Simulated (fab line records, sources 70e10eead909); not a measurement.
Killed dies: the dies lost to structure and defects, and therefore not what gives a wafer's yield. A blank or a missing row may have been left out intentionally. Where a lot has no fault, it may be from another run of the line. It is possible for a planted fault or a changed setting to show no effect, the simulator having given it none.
Chamber matching	flow nand harc	rie diel-08 running NHARC_P_M0_DESCUM_14: 4 sister chambers
The step chemistry O2, time 3 s. 4 wafers are shown with their chamber, then 8 later ones without.

== WAFERS, EACH WITH ITS CHAMBER ==
wafer	chamber	drypump motor current A (A)
L672.1	1	6.08
L676.5	2	5.27
L679.5	0	5.65
L682.3	3	5.59

== WAFERS MISSING THEIR CHAMBER ==
wafer	drypump motor current A (A)
L682.4	5.62
L682.6	5.60
L684.1	5.29
L684.4	6.15
L684.6	5.55
L688.2	5.65
L688.3	5.30
L688.4	5.58

== WHICH CHAMBER EACH ONE RAN IN ==
wafer	from the rows above	in truth
L682.4	can't be placed: 0 or 3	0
L682.6	can't be placed: 3 or 0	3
L684.1	2	2
L684.4	1	1
L684.6	can't be placed: 3 or 0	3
L688.2	can't be placed: 0 or 3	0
L688.3	2	2
L688.4	can't be placed: 3 or 0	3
Correct placement for 3 of the 8. These rows do not allow placing 5 (true chamber among the candidates in 5). Placed wrongly: 0.
How it was worked out, from the rows above alone: a wafer's distance from a chamber is the root of the sum, over the readings, of the square of ((its reading less the chamber's mean) divided by the reading's scatter). The wafer belongs to the nearest chamber; if the next one is less than 2 further off, it can't be placed. A chamber's mean is the mean of its shown wafers. The scatter: root of mean squared gap, hidden wafer to nearest shown wafer, with one shown wafer a chamber.
